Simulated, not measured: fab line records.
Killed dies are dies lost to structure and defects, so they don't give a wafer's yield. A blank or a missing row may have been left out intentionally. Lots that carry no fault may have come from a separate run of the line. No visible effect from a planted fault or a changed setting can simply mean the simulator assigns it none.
A lot that was struck, set against a sound lot ; flow nand harc ; 14 steps out of a route of 1302
Sound: wafers L354.2, L354.3, L354.5. Struck: wafers L349.2, L349.5, L349.6. Last of all comes the cause.
Each step with rows lists, per side, the tool, then ch with its chambers, then its first start. Under that, the readings that differ: sound wafers ; struck wafers ; difference of the means ; sigmas: that difference in standard deviations of wafers without a fault.
alike: words and numbers the same on both sides, and readings whose means are apart by under 2 such deviations; not compared: readings that were withheld, readings missing a value for some wafer, numbers with overlapping values and no deviation given by the record, and bounds like >300 which may hide the same value.
Wherever a step has rows on one side only, a row that says differs or no value, or a row with sigmas, the two part there. Numbers that have no deviation but don't overlap get no sigmas and don't part them. Lack of a reading on every wafer of one side parts them only where that side has two or more wafers.

first, 1 step without rows for these wafers: NHARC_A_CHANNEL_FILL_D1_SRD_12.
NHARC_A_CHANNEL_FILL_D1_INSPECT_13:
  sound on defect inspect-02, day 18 23:22; struck on defect inspect-02, day 17 03:01
  alike: raw defect count
NHARC_A_DECK1_JOINT_ETCHBACK_07: etches the open film in HBr, target depth 105 nm, time 26.9 s.
  sound on rie si-04 ch 0,3, day 18 23:26; struck on rie si-04 ch 0,1,2, day 17 03:07
  alike: bias w, drypump motor current A, oes product au, throttle valve pct
  not compared: rf hours counter h
then, 7 steps without rows for these wafers: NHARC_A_DECK1_JOINT_ETCH_25 (etches SiO2 in dHF, target depth 0.5 nm); NHARC_A_DECK1_JOINT_ETCH_19 (etches poly-Si in TMAH, target depth 3 nm); NHARC_A_DECK1_JOINT_ETCH_18 (etches SiO2 in dHF, target depth 3 nm); NHARC_A_DECK1_JOINT_WET_08 (chemistry H3PO4, time 86 s); NHARC_A_DECK1_JOINT_ETCH_09 (etches SiO2 in dHF, target depth 5 nm); NHARC_A_DECK1_JOINT_WET_10 (chemistry H3PO4, time 86 s); NHARC_A_DECK1_JOINT_ETCH_11 (etches SiO2 in dHF, target depth 35 nm).
NHARC_A_DECK1_JOINT_CVD_12: deposits poly-Si, target thk 90 nm, time 1800 s.
  struck on lpcvd poly-02, day 17 10:22; sound on lpcvd poly-02 ch 0, day 19 06:47
  no value came back on the struck wafers for pressure mtorr (mTorr), run length s (s), zone power bottom pct (%), zone power lower pct (%); on the sound wafers pressure mtorr (mTorr) reads 200.5 200.1 200.0
NHARC_A_DECK1_JOINT_CMP_13: polishes, target thk 51.023 nm.
  sound on cmp-04 ch 2,3, day 19 09:38; struck on cmp-02 ch 0,3, day 17 13:11
reading;sound;struck;difference;sigmas
time to endpoint s (s);1.5 9.3 6.1;- - -;no value on the struck wafers;
  alike: motor current A
after that, 1 step had no rows for these wafers: NHARC_A_DECK1_JOINT_SRD_04.
-- the record jumps here: 13 days lie between the struck wafers' starts before and after (it left off in module A_DECK1_JOINT and takes up again in module END, whose first step shown is number 1302 of the route) --
NHARC_END_SORT_01:
  the record has rows for the struck wafers here (prober-01 ch 0, day 30 08:37) and none for the sound ones

WHERE THEY PART
Last at NHARC_END_SORT_01 as far as this record goes, first at NHARC_A_DECK1_JOINT_CVD_12.

WHY: what the simulator had put in
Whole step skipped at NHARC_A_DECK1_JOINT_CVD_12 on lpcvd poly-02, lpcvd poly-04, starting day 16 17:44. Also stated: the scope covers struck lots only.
